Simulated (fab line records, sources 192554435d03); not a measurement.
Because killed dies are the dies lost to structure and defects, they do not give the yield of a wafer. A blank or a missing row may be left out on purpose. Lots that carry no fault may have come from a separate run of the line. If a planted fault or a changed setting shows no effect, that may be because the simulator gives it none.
Matching of chambers -- flow n5-finfet -- 3 sister chambers for N5_BEOL_M11_PECVD_70 on pecvd-04
The step deposits SiO2 from TEOS/O2, target thk 20 nm, time 22.7 s. 16 wafers are shown with their chamber, then 7 later ones without.

## EACH WAFER AND ITS CHAMBER
wafer,chamber,showerhead-plenum-p-Torr (Torr),throttle-valve-pct (%),heater-power-w (W)
L540.2,1,8.70,22.8,659
L540.3,2,8.75,23.1,681
L540.5,2,8.80,23.1,679
L543.3,2,8.79,23.2,680
L543.4,0,8.62,22.7,788
L543.6,1,8.70,22.7,530
L545.3,0,8.63,22.5,769
L545.4,0,8.61,22.3,772
L545.5,1,8.70,23.1,592
L550.1,2,8.78,23.1,589
L550.2,1,8.71,22.9,681
L550.6,0,8.60,22.6,761
L551.2,0,8.61,22.7,766
L551.3,1,8.71,22.8,630
L551.4,0,8.65,22.7,782
L555.1,2,8.77,23.2,718

SIGNATURES (means of the wafers above)
reading,chamber 0,chamber 1,chamber 2,scatter within a chamber
showerhead-plenum-p-Torr,8.6200,8.7040,8.7780,0.0157
throttle-valve-pct,22.583,22.860,23.140,0.134
heater-power-w,773.00,618.40,669.40,42.9
Rule: for each reading, subtract the chamber's mean from the wafer's reading, divide by that reading's scatter and square the result; add these up over the readings and take the root, which gives the wafer's distance from the chamber. The wafer belongs to the nearest chamber; if the next one is less than 2 further off, it can't be placed. The scatter is the square root of a quotient: the sum, over the shown wafers, of each reading's squared deviation from its chamber's mean, divided by wafers minus chambers.

## WAFERS WHOSE CHAMBER IS MISSING
wafer,showerhead-plenum-p-Torr (Torr),throttle-valve-pct (%),heater-power-w (W)
L555.4,8.69,23.1,609
L554.2,8.61,22.7,738
L554.4,8.80,22.8,689
L554.5,8.62,22.5,750
L556.2,8.69,22.6,676
L556.4,8.78,22.8,720
L556.5,8.70,23.0,684

## EACH ONE'S CHAMBER
wafer,from the rows above,in truth
L555.4,1,1
L554.2,0,0
L554.4,2,2
L554.5,0,0
L556.2,1,1
L556.4,2,2
L556.5,1,1
Correct placement for 7 of the 7. From these rows, 0 cannot be placed. Placed wrongly: 0.
